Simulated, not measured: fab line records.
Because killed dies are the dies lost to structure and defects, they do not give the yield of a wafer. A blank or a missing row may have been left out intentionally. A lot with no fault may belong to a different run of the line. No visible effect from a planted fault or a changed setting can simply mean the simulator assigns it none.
8D (eight disciplines) problem report, filled in by code / flow n5 finfet / the parts of the form that need people (team, actions taken, sign-off) are left out

## 1. THE PROBLEM
Wafers without a fault read 1500.0 rpm, standard deviation 0.91; spin speed rpm at N5_FIN_SAQP_COAT_49 reads a mean of 1347.8 rpm on 9 wafers belonging to 3 lots. So: -99 or more standard deviations from the usual mean.
The step: time 60 s, resist thk 100 nm.
First observed at day 5 03:01: wafer L783.2, on litho track-05. At this step, 15 wafers from 5 lots have a number in the record. Rule for "out" (also "out of limits"): further than 4 standard deviations from the usual mean. The rest of the wafers with a number are treated as sound.

## 2. WHAT THIS IS AND IS NOT
question=which readings at this step | is=spin speed rpm | is not=-
question=which lots | is=L783, L786, L787 | is not=L775, L789
question=which wafers of those lots | is=all that have a number | is not=-
question=read on which tools | is=litho track-05 | is not=litho track-04
question=when | is=from day 5 03:01 | is not=up to then (3 sound wafers); but 3 sound wafers of L789 came after

## 3. THE SUSPECTS, EACH WITH WHAT RULES IT OUT
Counting: a tool at a process step up to the reading stays a suspect if it ran every lot that is out and no sound lot after the first of them.
- litho track-05 at N5_FIN_SAQP_COAT_49 (time 60 s, resist thk 100 nm): kept. It processed each lot that is out, first L783 at day 5 03:01, and no sound lot thereafter; up to then, the last sound lot it processed was L775 at day 3 02:53. On those wafers its own readings are out: spin speed rpm.
Remaining after the count: litho track-05 at N5_FIN_SAQP_COAT_49.

## 4. THE CAUSE (what the simulator had put in)
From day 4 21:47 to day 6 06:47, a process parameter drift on litho track-05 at N5_FIN_SAQP_COAT_49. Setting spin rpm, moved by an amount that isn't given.
Only this tool survived the counting.

## 5. THE EFFECT CHAIN, in route order
Each row: a reading whose mean over the struck wafers that have a number lies more than 3 standard deviations from the usual. Only readings whose record carries a usual standard deviation are examined. hours: median over the lots of the time between each lot's start at the first step of this table that gives one and its start at this step. sigmas: the change, counted in usual standard deviations.
hours=0; step=N5_FIN_SAQP_COAT_49; reading=spin speed rpm; usual=1500.0 rpm; on struck wafers=1347.8; change=-152.2; sigmas=-99 or more
It contains these process steps:
- N5_FIN_SAQP_COAT_49: time 60 s, resist thk 100 nm.
Later measuring or inspecting steps at which every struck wafer that the step has a row for has a number for every such reading, and none has moved that far: N5_BEOL_M4_RC_MEAS_101.

## 6. HOW IT WOULD HAVE BEEN CAUGHT EARLIER
5 hours passed between the start of the fault at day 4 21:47 and the first reading out of limits in this record, taken at day 5 03:01.
